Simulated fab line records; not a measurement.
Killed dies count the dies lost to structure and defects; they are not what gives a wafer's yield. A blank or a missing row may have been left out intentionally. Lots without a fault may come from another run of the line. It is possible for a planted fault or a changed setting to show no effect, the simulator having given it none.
A lot that was struck, set against a sound lot || flow n5Finfet || 15 out of 1938 route steps
Sound: wafers L116.2, L116.3, L116.5. Struck: wafers L109.3, L109.5, L109.6. Last of all comes the cause.
Order at every step that has rows: each side's tool, ch and its chambers, its first start. Under that, the readings that differ: sound wafers || struck wafers || difference of the means || sigmas: that difference in standard deviations of wafers without a fault.
alike: readings whose means differ by less than 2 such deviations, and words and numbers that are the same on both sides. not compared: withheld readings, readings that some wafer has no value for, bounds like >300 that may hide the same value, and numbers for which the record gives no deviation and whose values overlap.
The two part at a step that has a row with sigmas, a row that says differs or no value, or rows on one side only. When numbers do not overlap yet have no deviation, they are printed without sigmas and do not part them. A reading missing from all wafers of one side parts the sides only when that side holds two or more wafers.

first, 2 steps without rows for these wafers: N5_MOL_CONTACT_COAG_STRIP_107 (strips in N2/H2); N5_MOL_CONTACT_COAG_STRIP_108 (strips in N2/H2).
N5_MOL_CONTACT_COAG_CONTACT_ETCH_14: etches SiO2 in C4F6/O2, target depth 27.5 nm, overetch 8.5 nm, time 20 s.
  sound on rieDiel-05 ch 1,2,3, day 9 12:47; struck on rieDiel-03 ch 1,2,3, day 7 19:38
  alike: drypumpMotorCurrentA, oesProductAu, rfVppV, showerheadPlenumPTorr, throttleValvePct
  not compared: rfHoursCounterH
then, 1 step without rows for these wafers: N5_MOL_CONTACT_COAG_STRIP_109 (strips in C4F6/O2).
N5_MOL_CONTACT_COAG_ETCH_15: etches SiNx in CH3F/O2, stops on Si:P, target depth 7 nm.
  sound on rieDiel-05 ch 1,2,3, day 9 12:49; struck on rieDiel-03 ch 1,2,3, day 7 19:40
  alike: drypumpMotorCurrentA, oesProductAu, rfVppV, showerheadPlenumPTorr, throttleValvePct
  not compared: rfHoursCounterH
N5_MOL_CONTACT_COAG_ETCH_110: etches Si in CF4/O2, target depth 2.5 nm, time 8 s.
  sound on rieDiel-05 ch 1,2,3, day 9 12:53; struck on rieDiel-03 ch 1,2,3, day 7 19:43
  alike: cf4FlowSccm, drypumpMotorCurrentA, oesProductAu, rfVppV, showerheadPlenumPTorr, throttleValvePct
  not compared: rfHoursCounterH
N5_MOL_CONTACT_COAG_STRIP_98: strips in N2/H2.
  sound on rieDiel-05 ch 1,2,3, day 9 12:56; struck on rieDiel-03 ch 1,2,3, day 7 19:46
  alike: drypumpMotorCurrentA, oesProductAu, rfVppV, showerheadPlenumPTorr, throttleValvePct
  not compared: rfHoursCounterH
N5_MOL_CONTACT_COAG_CD_MEAS_99: the cd target is 17.2 nm.
  struck on cdSem-01, day 7 19:50; sound on cdSem-02, day 9 13:00
  alike: cdNm
then, 2 steps without rows for these wafers: N5_MOL_CONTACT_COAG_IMPLANT_129; N5_MOL_CONTACT_COAG_PRECLEAN_111 (cleans in NF3:NH3, afs cycles 1, time 20 s, sublimation time 60 s).
N5_MOL_CONTACT_COAG_TI_SIL_19: material Ti, target thk 4.2 nm, time 15 s.
  struck on pvdSputter-03, day 7 20:18; sound on pvdSputter-03, day 9 13:54
  alike: chamberPressurePa, throttleValvePct
then, 1 step without rows for these wafers: N5_MOL_CONTACT_COAG_ALD_20 (deposits TiN, target thk 1.5 nm, pulse time 1 s, purge time 3 s).
N5_MOL_CONTACT_COAG_SIL_ANNEAL_21: time 60 s.
  sound on rtpAnneal-02 ch 0, day 9 14:26; struck on rtpAnneal-02, day 7 20:52
  no value came back on the struck wafers for any of 5 readings (lampPowerPct (%), lamp_zone_1_pct (%) and others); on the sound wafers lampPowerPct (%) reads 5.95 5.95 5.95
then, 1 step without rows for these wafers: N5_MOL_CONTACT_COAG_PRE_CLEAN_141 (time 60 s).
N5_PASSIVATION_PROBE_49:
  the record has rows for the sound wafers here (prober-01, day 17 19:19) and none for the struck ones

## WHERE THEY PART
First at N5_MOL_CONTACT_COAG_SIL_ANNEAL_21; last, within this record, at N5_PASSIVATION_PROBE_49.

WHY: whatever the simulator had introduced
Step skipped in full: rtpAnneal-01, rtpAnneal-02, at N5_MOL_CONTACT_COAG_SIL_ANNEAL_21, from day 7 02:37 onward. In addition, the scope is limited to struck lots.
